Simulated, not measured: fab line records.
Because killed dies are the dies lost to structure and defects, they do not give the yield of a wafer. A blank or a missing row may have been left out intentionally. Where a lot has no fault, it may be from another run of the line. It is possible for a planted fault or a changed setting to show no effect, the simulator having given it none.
Which tool did it? || flow n5_finfet || 10 lots, 30 wafers sampled, at 4 steps of a route of 1938

## WHAT THE GAUGES READ, wafer by wafer
N5_BEOL_M6_THK_MEAS_01.
{"lot": "L103", "measured": "day 8 18:41", "on": "film_metro-01", "M6_ILD_THK (nm)": "155.4 156.9 156.6"}
{"lot": "L104", "measured": "day 8 20:15", "on": "film_metro-01", "M6_ILD_THK (nm)": "155.3 158.5 156.3"}
{"lot": "L105", "measured": "day 9 01:21", "on": "film_metro-01", "M6_ILD_THK (nm)": "157.7 155.4 156.6"}
{"lot": "L106", "measured": "day 9 06:35", "on": "film_metro-01", "M6_ILD_THK (nm)": "158.6 162.2 158.5"}
{"lot": "L107", "measured": "day 9 17:46", "on": "film_metro-02", "M6_ILD_THK (nm)": "153.5 157.4 155.6"}
{"lot": "L108", "measured": "day 10 00:01", "on": "film_metro-01", "M6_ILD_THK (nm)": "154.6 156.9 156.2"}
{"lot": "L119", "measured": "day 13 00:31", "on": "film_metro-01", "M6_ILD_THK (nm)": "155.1 155.0 158.5"}
{"lot": "L117", "measured": "day 13 07:43", "on": "film_metro-02", "M6_ILD_THK (nm)": "157.7 155.8 159.1"}
{"lot": "L124", "measured": "day 13 20:35", "on": "film_metro-01", "M6_ILD_THK (nm)": "157.7 154.5 158.6"}
{"lot": "L123", "measured": "day 14 05:50", "on": "film_metro-01", "M6_ILD_THK (nm)": "153.1 155.6 155.3"}

N5_BEOL_M6_CD_MEAS_18: pitch 80 nm, target cd 40 nm.
{"lot": "L103", "measured": "day 8 20:00", "on": "cd_sem-03", "cd_nm (nm)": "40.3 40.0 39.4"}
{"lot": "L104", "measured": "day 8 23:31", "on": "cd_sem-02", "cd_nm (nm)": "39.5 39.8 40.1"}
{"lot": "L105", "measured": "day 9 05:13", "on": "cd_sem-02", "cd_nm (nm)": "39.4 39.0 40.0"}
{"lot": "L106", "measured": "day 9 08:52", "on": "cd_sem-03", "cd_nm (nm)": "41.4 40.8 41.2"}
{"lot": "L107", "measured": "day 9 19:00", "on": "cd_sem-02", "cd_nm (nm)": "40.7 40.3 40.2"}
{"lot": "L108", "measured": "day 10 02:55", "on": "cd_sem-01", "cd_nm (nm)": "39.5 40.6 40.6"}
{"lot": "L119", "measured": "day 13 03:20", "on": "cd_sem-03", "cd_nm (nm)": "39.6 39.6 40.3"}
{"lot": "L117", "measured": "day 13 09:55", "on": "cd_sem-03", "cd_nm (nm)": "39.4 40.6 40.3"}
{"lot": "L124", "measured": "day 13 23:16", "on": "cd_sem-01", "cd_nm (nm)": "39.6 40.5 39.0"}
{"lot": "L123", "measured": "day 14 07:37", "on": "cd_sem-01", "cd_nm (nm)": "40.2 40.5 39.9"}

N5_BEOL_M6_CD_MEAS_28: the cd target is 40 nm.
{"lot": "L103", "measured": "day 8 21:35", "on": "cd_sem-03", "cd_nm (nm)": "40.27 39.93 39.88"}
{"lot": "L104", "measured": "day 9 03:16", "on": "cd_sem-01", "cd_nm (nm)": "39.88 40.13 39.75"}
{"lot": "L105", "measured": "day 9 07:09", "on": "cd_sem-02", "cd_nm (nm)": "40.13 39.95 40.04"}
{"lot": "L106", "measured": "day 9 09:35", "on": "cd_sem-03", "cd_nm (nm)": "39.87 40.14 39.67"}
{"lot": "L107", "measured": "day 9 19:58", "on": "cd_sem-01", "cd_nm (nm)": "39.99 39.72 39.61"}
{"lot": "L108", "measured": "day 10 03:19", "on": "cd_sem-02", "cd_nm (nm)": "39.88 40.05 40.24"}
{"lot": "L119", "measured": "day 13 05:18", "on": "cd_sem-02", "cd_nm (nm)": "38.82 38.96 39.32"}
{"lot": "L117", "measured": "day 13 12:07", "on": "cd_sem-01", "cd_nm (nm)": "38.86 38.70 39.42"}
{"lot": "L124", "measured": "day 13 23:45", "on": "cd_sem-03", "cd_nm (nm)": "39.57 39.73 40.16"}
{"lot": "L123", "measured": "day 14 09:10", "on": "cd_sem-01", "cd_nm (nm)": "40.02 39.72 40.09"}

## TOOL THAT RAN EACH LOT (tool first, then ch and the chambers of the sampled wafers, then the start)
{"lot": "L103", "N5_BEOL_M6_EXPOSE_25": "euv_scanner-01 ch 0, day 8 21:27"}
{"lot": "L104", "N5_BEOL_M6_EXPOSE_25": "euv_scanner-01 ch 0, day 9 03:07"}
{"lot": "L105", "N5_BEOL_M6_EXPOSE_25": "euv_scanner-01 ch 0, day 9 07:01"}
{"lot": "L106", "N5_BEOL_M6_EXPOSE_25": "euv_scanner-01 ch 0, day 9 09:28"}
{"lot": "L107", "N5_BEOL_M6_EXPOSE_25": "euv_scanner-01 ch 0, day 9 19:51"}
{"lot": "L108", "N5_BEOL_M6_EXPOSE_25": "euv_scanner-02 ch 0, day 10 03:12"}
{"lot": "L119", "N5_BEOL_M6_EXPOSE_25": "euv_scanner-01 ch 0, day 13 05:10"}
{"lot": "L117", "N5_BEOL_M6_EXPOSE_25": "euv_scanner-01 ch 0, day 13 11:59"}
{"lot": "L124", "N5_BEOL_M6_EXPOSE_25": "euv_scanner-02 ch 0, day 13 23:37"}
{"lot": "L123", "N5_BEOL_M6_EXPOSE_25": "euv_scanner-02 ch 0, day 14 09:02"}
- N5_BEOL_M6_EXPOSE_25: exposes mask V5, target cd 40 nm.

## AS READ BY THE TOOLS THEMSELVES (means over the sampled wafers that have a number; for cases with no such wafer, the mark the record gives instead)
N5_BEOL_M6_EXPOSE_25.
{"lot": "L103", "tool": "euv_scanner-01", "exposure_dose_mJ_cm2": 44.95}
{"lot": "L104", "tool": "euv_scanner-01", "exposure_dose_mJ_cm2": 44.97}
{"lot": "L105", "tool": "euv_scanner-01", "exposure_dose_mJ_cm2": 44.97}
{"lot": "L106", "tool": "euv_scanner-01", "exposure_dose_mJ_cm2": 45.07}
{"lot": "L107", "tool": "euv_scanner-01", "exposure_dose_mJ_cm2": 44.99}
{"lot": "L108", "tool": "euv_scanner-02", "exposure_dose_mJ_cm2": 45.01}
{"lot": "L119", "tool": "euv_scanner-01", "exposure_dose_mJ_cm2": 43.22}
{"lot": "L117", "tool": "euv_scanner-01", "exposure_dose_mJ_cm2": 43.60}
{"lot": "L124", "tool": "euv_scanner-02", "exposure_dose_mJ_cm2": 44.93}
{"lot": "L123", "tool": "euv_scanner-02", "exposure_dose_mJ_cm2": 44.98}

## THE ANSWER, worked out from the rows above alone
Rule: usual is defined by the lots themselves. The widest of any qualifying gaps counts: lots, ordered by their means at a reading, are off when they make up no more than a third of the lots, leave a main group of 4 or more, and stand apart from it by 3 or more times the standard deviation of that group's means. The tables above print the reading to a certain number of digits; a main group whose means all agree to those digits is not used. Also off: a lot with no number at a reading for which 4 or more lots have one. Any other lot the step has rows for is counted as sound. After the gauges, taken in route order, come the tools' own readings; for these a lot's mean is taken, as printed above. The first step at which some lot is off is used, and at that step the reading that is off furthest; a lot without a number counts as furthest.
Off, at N5_BEOL_M6_CD_MEAS_28 on cd_nm: L119, L117. Mean 39.93 nm and standard deviation 0.097 in the main group.
If a tool, at a process step before that reading, ran all the lots that are off and no sound lot after the first of them, it fits. The gauges at N5_BEOL_M6_CD_MEAS_28 aren't tried: what is off there is off at N5_BEOL_M6_EXPOSE_25 too, on other tools, and a gauge's error can't cause that. One candidate fits, namely euv_scanner-01 at N5_BEOL_M6_EXPOSE_25. Its last sound lot is L107 (day 9 19:51), its first lot that is off L119 (day 13 05:10): a fault that began between those two fits.
The tool's own readings at N5_BEOL_M6_EXPOSE_25 bear it out: on the lots that are off they differ by more than 5 times the standard deviation of the sound lots' means. exposure_dose_mJ_cm2 reads 43.41 there against 44.98 on the sound lots.

## WHAT THE SIMULATOR HAD INSERTED
Drift in process parameters on euv_scanner-01 at N5_BEOL_M6_EXPOSE_25, starting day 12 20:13. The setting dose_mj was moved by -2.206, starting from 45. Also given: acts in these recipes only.
Shown lots that were struck: L119, L117. Same finding as the rule above.
